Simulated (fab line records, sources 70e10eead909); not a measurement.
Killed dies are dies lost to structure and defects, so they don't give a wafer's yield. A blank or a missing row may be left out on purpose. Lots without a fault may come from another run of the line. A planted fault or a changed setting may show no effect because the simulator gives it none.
A struck lot beside a sound one | flow nand_harc | 15 steps out of a route of 1159
Sound: wafers L627.3, L627.5, L627.6. Struck: wafer L634.2. (L634.4, L634.5 of the same lot were not struck and are left out.) The cause comes at the end.
At each step with rows: each side's tool, then ch and its chambers, then its first start. Under that, the readings that differ: sound wafers | struck wafers | difference of the means | sigmas: that difference in standard deviations of wafers without a fault.
alike: readings whose means differ by less than 2 such deviations, and words and numbers that are the same on both sides. not compared: withheld readings, readings that some wafer has no value for, bounds like >300 that may hide the same value, and numbers for which the record gives no deviation and whose values overlap.
The two part at a step that has a row with sigmas, a row that says differs or no value, or rows on one side only. Numbers that don't overlap but have no deviation are shown without sigmas and don't part them. A reading that every wafer of one side lacks parts them only if that side has two wafers or more.

first, 8 steps without rows for these wafers: NHARC_P_M2_HMDS_02 (time 30 s); NHARC_P_M2_COAT_34 (time 65 s); NHARC_P_M2_COAT_03 (resist thk 90 nm); NHARC_P_M2_SOFTBAKE_04 (time 55 s); NHARC_P_M2_EBR_05; NHARC_P_M2_EXPOSE_06 (exposes mask P M2, target cd 170 nm); NHARC_P_M2_PEB_07 (peb time 65 s); NHARC_P_M2_DEVELOP_08 (develop time 35 s).
NHARC_P_M2_CD_MEAS_09: target cd 170 nm.
  sound on cd_sem-01 ch 0, day 6 09:40; struck on cd_sem-02 ch 0, day 8 05:56
  alike: cd_nm
NHARC_P_M2_OVL_MEAS_10: pitch 340 nm.
  sound on overlay-02, day 6 09:46; struck on overlay-02, day 8 06:01
  reading           | sound          | struck | difference | sigmas
  overlay_x_nm (nm) | -1.0 -1.2 -1.3 | 0.8    | +2.0       | +3
  alike: overlay_y_nm
NHARC_P_M2_INSPECT_11:
  sound on defect_inspect-02, day 6 09:47; struck on defect_inspect-02, day 8 06:03
  alike: raw_defect_count
NHARC_P_M2_DESCUM_14: chemistry O2, time 3 s.
  sound on rie_diel-02 ch 0,3, day 6 09:52; struck on rie_diel-02 ch 0, day 8 06:08
  alike: drypump_motor_current_A, oes_product_au, rf_vpp_V, showerhead_plenum_p_Torr, throttle_valve_pct
  not compared: rf_hours_counter_h
NHARC_P_M2_ETCH_35: etches the open film in N2/H2, target depth 40 nm, overetch 12 nm, time 43.94 s.
  sound on rie_diel-02 ch 0,1, day 6 09:56; struck on rie_diel-02 ch 2, day 8 06:12
  reading          | sound          | struck | difference | sigmas
  run_length_s (s) | 64.5 64.7 65.1 | 51.0   | -13.8      | -33
  alike: drypump_motor_current_A, oes_product_au, rf_vpp_V, showerhead_plenum_p_Torr, throttle_valve_pct
  not compared: rf_hours_counter_h
NHARC_P_M2_ETCH_15: etches the open film in C4F8/Ar, target depth 182.5 nm, time 91.2 s.
  sound on rie_diel-02 ch 0,1,2; struck on rie_diel-02 ch 3
  alike: oes_product_au, rf_vpp_V, run_length_s
  not compared: rf_hours_counter_h
-- the record jumps here: 13 days lie between the struck wafers' starts before and after (it left off in module P_M2 and takes up again in module END, whose first step shown is number 1159 of the route) --
NHARC_END_SORT_01:
  sound on prober-01 ch 0, day 19 23:03; struck on prober-01 ch 0, day 21 03:08
  reading             | sound    | struck | difference | sigmas
  killed_at_periphery | 11 5 9   | 2      | -6         | -3
  sort_bin_3_pct (%)  | 0.15 0 0 | 0.74   | +0.69      | +3
  alike: defect_limited_yield, killed_at_array, killed_at_other, killed_dies, killed_open, killed_short, sort_bin_2_pct, sort_bin_4_pct, sort_n_pass, sort_rim_yield_pct, sort_yield_pct

WHERE THEY PART
First at NHARC_P_M2_OVL_MEAS_10; last, within this record, at NHARC_END_SORT_01.

WHY: what the simulator had put in
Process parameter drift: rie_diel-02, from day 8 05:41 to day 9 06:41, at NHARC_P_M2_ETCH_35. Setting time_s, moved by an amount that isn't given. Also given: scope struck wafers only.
